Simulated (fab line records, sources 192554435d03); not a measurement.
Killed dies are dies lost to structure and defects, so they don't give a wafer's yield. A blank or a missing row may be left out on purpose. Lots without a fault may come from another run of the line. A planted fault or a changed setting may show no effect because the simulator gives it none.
Which tool did it? | flow n5_finfet | 11 lots, 29 wafers sampled, at 3 steps of a route of 1938

WHAT THE GAUGES READ, wafer by wafer
N5_BEOL_M10_OVL_MEAS_12.
lot  | measured     | on         | M10_OVL (nm)
L755 | day 9 23:59  | overlay-02 | 1.1 0.1 0.0
L756 | day 10 16:52 | overlay-01 | 0.0 0.8 0.0
L759 | day 10 20:54 | overlay-01 | -0.7 -0.6 -2.0
L760 | day 11 15:28 | overlay-01 | -0.3 -0.4
L762 | day 12 03:17 | overlay-02 | -0.3 -0.5
L768 | day 13 23:11 | overlay-01 | 5.6 4.9 3.4
L770 | day 14 13:57 | overlay-01 | 5.1 5.1 4.9
L774 | day 15 06:31 | overlay-01 | -1.9 -1.6
L775 | day 15 13:34 | overlay-02 | -0.6 0.8 0.1
L772 | day 15 23:44 | overlay-01 | -0.5 -1.7
L776 | day 16 04:40 | overlay-02 | 0.1 -0.2 -0.2

WHICH TOOL RAN EACH LOT (tool, then ch and the chambers of the sampled wafers, then the start)
lot  | N5_BEOL_M9_ANNEAL_51             | N5_BEOL_M10_EXPOSE_08
L755 | rtp_anneal-01 ch 0, day 9 20:49  | arfi_scanner-02 ch 0, day 9 23:50
L756 | rtp_anneal-02 ch 0, day 10 14:08 | arfi_scanner-01 ch 0, day 10 16:44
L759 | rtp_anneal-01 ch 0, day 10 17:59 | arfi_scanner-01 ch 0, day 10 20:45
L760 | rtp_anneal-02 ch 0, day 11 11:05 | arfi_scanner-03 ch 0, day 11 15:19
L762 | rtp_anneal-01 ch 0, day 12 01:17 | arfi_scanner-03 ch 0, day 12 03:08
L768 | rtp_anneal-02 ch 0, day 13 20:07 | arfi_scanner-01 ch 0, day 13 23:02
L770 | rtp_anneal-01 ch 0, day 14 10:01 | arfi_scanner-01 ch 0, day 14 13:47
L774 | rtp_anneal-01 ch 0, day 15 02:11 | arfi_scanner-02 ch 0, day 15 06:22
L775 | rtp_anneal-02 ch 0, day 15 11:14 | arfi_scanner-03 ch 0, day 15 13:25
L772 | rtp_anneal-01 ch 0, day 15 20:19 | arfi_scanner-03 ch 0, day 15 23:35
L776 | rtp_anneal-02 ch 0, day 16 00:23 | arfi_scanner-02 ch 0, day 16 04:31
- N5_BEOL_M9_ANNEAL_51: time 90 s.
- N5_BEOL_M10_EXPOSE_08: exposes mask M10.

THE ANSWER, worked out from the rows above alone
Rule: what is usual is taken from the lots themselves. Put in order of their means at a reading, lots are off if they are a third of the lots or fewer, leave a main group of 4 or more, and stand apart from it by a gap of 3 or more times the standard deviation of the main group's means; of several such gaps the widest counts. A main group whose means are all the same, to the digits that the tables above print for the reading, isn't used. A lot without any number at a reading at which 4 lots or more have one is off too. The other lots that the step has rows for count as sound.
Off: L768, L770, at N5_BEOL_M10_OVL_MEAS_12 (M10_OVL). The main group: mean -0.4 nm, standard deviation 0.68.
A tool fits if, at a process step before that reading, it ran every lot that is off, and no sound lot after the first of them. The gauges at N5_BEOL_M10_OVL_MEAS_12 are tried like those tools. One fits: arfi_scanner-01 at N5_BEOL_M10_EXPOSE_08. Its last sound lot is L759 (day 10 20:45), its first lot that is off L768 (day 13 23:02): a fault that began between those two fits.

WHAT THE SIMULATOR HAD PUT IN
Scanner matching overlay: arfi_scanner-01, from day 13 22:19 on, at N5_BEOL_M10_EXPOSE_08. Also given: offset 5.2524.
Lots struck among those shown: L768, L770. The rule above found the same.
